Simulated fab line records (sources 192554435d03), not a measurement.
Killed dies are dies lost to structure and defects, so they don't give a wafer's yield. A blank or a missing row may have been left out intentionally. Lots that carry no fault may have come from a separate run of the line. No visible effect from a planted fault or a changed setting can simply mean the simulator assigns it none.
Matching of chambers | flow n5 finfet | N5_BEOL_M10_ALD_74 on ald metal-01: 4 sister chambers
The step deposits TaN, target thk 2 nm, pulse time 2 s, purge time 3 s. 16 wafers are shown with their chamber, then 8 later ones without.

WAFERS PAIRED WITH THEIR CHAMBERS
wafer  | chamber | heater power w (W) | precursor vessel temp c (C)
L079.1 | 1       | 428                | 75.11
L079.5 | 0       | 522                | 74.91
L079.6 | 1       | 434                | 75.10
L082.2 | 2       | 341                | 75.08
L082.3 | 0       | 530                | 75.15
L082.4 | 1       | 437                | 74.97
L086.1 | 0       | 537                | 74.85
L086.3 | 2       | 327                | 75.05
L086.6 | 1       | 438                | 75.10
L091.2 | 0       | 516                | 74.94
L091.3 | 2       | 336                | 75.09
L091.5 | 3       | 369                | 74.98
L093.3 | 0       | 530                | 75.11
L093.5 | 1       | 433                | 74.90
L093.6 | 0       | 521                | 75.19
L090.3 | 2       | 325                | 75.11

SIGNATURES, as means of the wafers listed above
reading                 | chamber 0 | chamber 1 | chamber 2 | chamber 3 | scatter within a chamber
heater power w          | 526.00    | 434.00    | 332.25    | 369.00    | 6.63
precursor vessel temp c | 75.0250   | 75.0360   | 75.0825   | 74.9800   | 0.108
Rule: a wafer lies at a distance from a chamber equal to the root of the sum of squares, over the readings, of (its reading less the chamber's mean, divided by the reading's scatter). If the next closest chamber is less than 2 further off than the closest, the wafer can't be placed; otherwise it belongs to the closest. The scatter: take each reading less its chamber's mean, square it, sum over the shown wafers, divide by the number of wafers less the number of chambers, and take the root.

WAFERS WITHOUT THEIR CHAMBER
wafer  | heater power w (W) | precursor vessel temp c (C)
L090.4 | 515                | 75.03
L090.6 | 429                | 74.94
L095.2 | 524                | 74.74
L095.5 | 528                | 74.94
L095.6 | 435                | 74.92
L096.4 | 514                | 75.27
L096.5 | 512                | 75.14
L096.6 | 367                | 75.06

WHICH CHAMBER EACH ONE RAN IN
wafer  | from the rows above | in truth
L090.4 | 0                   | 0
L090.6 | 1                   | 1
L095.2 | 0                   | 0
L095.5 | 0                   | 0
L095.6 | 1                   | 1
L096.4 | 0                   | 0
L096.5 | 0                   | 0
L096.6 | 3                   | 3
8 of 8 placed correctly. Can't be placed from these rows: 0. 0 placed wrongly.
